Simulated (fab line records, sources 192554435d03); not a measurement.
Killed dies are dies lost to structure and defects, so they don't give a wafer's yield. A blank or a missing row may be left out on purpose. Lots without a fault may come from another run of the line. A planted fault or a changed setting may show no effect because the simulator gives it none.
One fault seen from 2 desks | flow n5_finfet | each desk has only its own numbers; what lay behind them comes last

THE METROLOGY DESK
What the gauges read, lot by lot, whatever tool the lot ran on: means of the sampled wafers that have a number. A lot is out of limits, marked OUT, if its mean lies more than 4 standard deviations from the usual mean; the brackets give that distance. Of its 35 readings 7 are shown: the one that was out of limits first, and those that lie furthest out on some lot.
Columns: A = trench_depth_nm at N5_BEOL_M8_OCD_MEAS_38, usual 92.9 nm; B = M8_THK at N5_BEOL_M8_THK_MEAS_53, usual 76.4 nm; C = M8_RS at N5_BEOL_M8_RS_MEAS_57, usual 0.290 ohm/sq; D = COMB_M11 at N5_BEOL_M15_RC_MEAS_101, usual 1.4e-11 S/m; E = SERP_M8 at N5_BEOL_M15_RC_MEAS_101, usual 14.0 ohm/um; F = SERP_M8_max_site at N5_BEOL_M15_RC_MEAS_101, usual 14.5 ohm/um; G = SERP_M9 at N5_BEOL_M15_RC_MEAS_101, usual 3.11 ohm/um
lot  | first seen here | A              | B              | C               | D       | E              | F              | G
L994 | day 8 12:00     | 92.7           | 75.2           | 0.292           | 1.2e-11 | 13.4           | 13.8           | 3.09
L999 | day 9 13:25     | 92.6           | 74.6           | 0.294           | 1.2e-11 | 14.3           | 15.0           | 2.96
L105 | day 11 06:55    | 71.9 (-13) OUT | 55.4 (-10) OUT | 0.427 (+15) OUT | 1.6e-11 | 20.6 (+11) OUT | 21.3 (+11) OUT | 3.12
L108 | day 11 17:46    | 72.0 (-13) OUT | 55.3 (-10) OUT | 0.431 (+16) OUT | 1.2e-11 | 20.2 (+11) OUT | 21.2 (+11) OUT | 3.12
L114 | day 13 12:37    | 95.0           | 78.7           | 0.280           | 1.3e-11 | 13.0           | 13.5           | 3.11
L115 | day 13 15:45    | 90.9           | 74.1           | 0.302           | 1.9e-11 | 14.2           | 14.6           | 3.25
This desk's finding: out of limits on L105, L108; first on L105, day 12 14:11 (trench_depth_nm at N5_BEOL_M8_OCD_MEAS_38). In limits: L994, L999, L114, L115.

THE TOOL OWNER'S DESK: rie_diel-02
The tool's own readings at N5_BEOL_M8_TRENCH_ETCH_37 (etches SiCOH lowk in C4F6/O2, target depth 93.478 nm, time 31.2 s): means of the sampled wafers that have a number, for each lot that ran on this tool. A lot is out of limits, marked OUT, if its mean lies more than 4 standard deviations from the usual mean; the brackets give that distance. Of its 8 readings 7 are shown: the one that was out of limits first, and those that lie furthest out on some lot.
Columns: A = C4F6_flow_sccm at N5_BEOL_M8_TRENCH_ETCH_37, usual 10.00 sccm; B = drypump_motor_current_A at N5_BEOL_M8_TRENCH_ETCH_37, usual 5.8 A; C = mfc_ar_sccm at N5_BEOL_M8_TRENCH_ETCH_37, usual 300.0 sccm; D = oes_product_au at N5_BEOL_M8_TRENCH_ETCH_37, usual 0.76 a.u.; E = rf_vpp_V at N5_BEOL_M8_TRENCH_ETCH_37, usual 659 V; F = run_length_s at N5_BEOL_M8_TRENCH_ETCH_37, usual 54.6 s; G = showerhead_plenum_p_Torr at N5_BEOL_M8_TRENCH_ETCH_37, usual 2.88 Torr
lot  | first seen here | A     | B   | C     | D    | E   | F              | G
L994 | day 9 19:19     | 10.03 | 6.2 | 298.7 | 0.76 | 650 | 54.3           | 2.88
L999 | day 10 23:48    | 10.01 | 6.2 | 300.2 | 0.75 | 649 | 54.1           | 2.88
L105 | day 12 14:01    | 9.97  | 6.1 | 300.4 | 0.77 | 656 | 47.6 (-15) OUT | 2.93
L108 | day 13 03:31    | 10.03 | 6.0 | 298.9 | 0.82 | 655 | 47.3 (-16) OUT | 2.87
This desk's finding: out of limits on L105, L108; first on L105, day 12 14:01 (run_length_s at N5_BEOL_M8_TRENCH_ETCH_37). In limits: L994, L999.

PUT TOGETHER
The tool owner's desk could have raised an alarm at day 12 14:01, on L105, L108.
The metrology desk could have raised an alarm at day 12 14:11, on L105, L108.
Of the lots named, all ran N5_BEOL_M8_TRENCH_ETCH_37 on rie_diel-02.

WHAT THE SIMULATOR HAD PUT IN
Process parameter drift: rie_diel-02, from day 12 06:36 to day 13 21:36, at N5_BEOL_M8_TRENCH_ETCH_37. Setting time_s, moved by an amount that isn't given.
Lots struck among those shown: L105, L108.
Hours from the fault's start to each desk's first reading out of limits: the tool owner's desk, 7; the metrology desk, 8.
